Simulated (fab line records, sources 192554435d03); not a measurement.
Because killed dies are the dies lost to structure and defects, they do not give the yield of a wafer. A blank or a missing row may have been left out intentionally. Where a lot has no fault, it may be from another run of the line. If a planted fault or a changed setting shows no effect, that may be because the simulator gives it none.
Matching of chambers ; flow n5_finfet ; N5_BEOL_M15_DEP_53 on pecvd-04 has 3 sister chambers
The step deposits SiCN from 3MS/NH3, target thk 50 nm, time 17.8 s. 6 wafers are shown with their chamber, then 7 later ones without.

== WAFERS, EACH WITH ITS CHAMBER ==
wafer;chamber;showerhead_plenum_p_Torr (Torr);throttle_valve_pct (%)
L076.6;1;4.129;17.0
L079.5;1;4.125;17.6
L084.5;0;4.204;17.3
L084.6;2;4.125;16.9
L082.4;0;4.206;17.9
L082.5;2;4.135;17.0

== WAFERS MISSING THEIR CHAMBER ==
wafer;showerhead_plenum_p_Torr (Torr);throttle_valve_pct (%)
L082.6;4.204;17.8
L088.1;4.196;17.6
L088.2;4.123;17.1
L088.4;4.130;17.3
L097.1;4.137;16.9
L097.2;4.202;17.7
L097.5;4.114;17.3

== THE CHAMBER EACH PASSED THROUGH ==
wafer;from the rows above;in truth
L082.6;0;0
L088.1;0;0
L088.2;can't be placed: 1 or 2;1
L088.4;can't be placed: 1 or 2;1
L097.1;can't be placed: 2 or 1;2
L097.2;0;0
L097.5;can't be placed: 1 or 2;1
Placed correctly: 3 of 7. From these rows, 4 cannot be placed; in 4 the true chamber is one of the candidates. Wrongly placed: 0.
How it was worked out, from the rows above alone: a wafer's distance from a chamber is the root of the sum, over the readings, of the square of ((its reading less the chamber's mean) divided by the reading's scatter). If the next closest chamber is less than 2 further off than the closest, the wafer can't be placed; otherwise it belongs to the closest. Each chamber's mean is taken over the wafers shown for it. How the scatter is found: for the shown wafers, subtract from each reading the mean of its chamber, square and add these, divide the total by (wafers less chambers), then take the root.
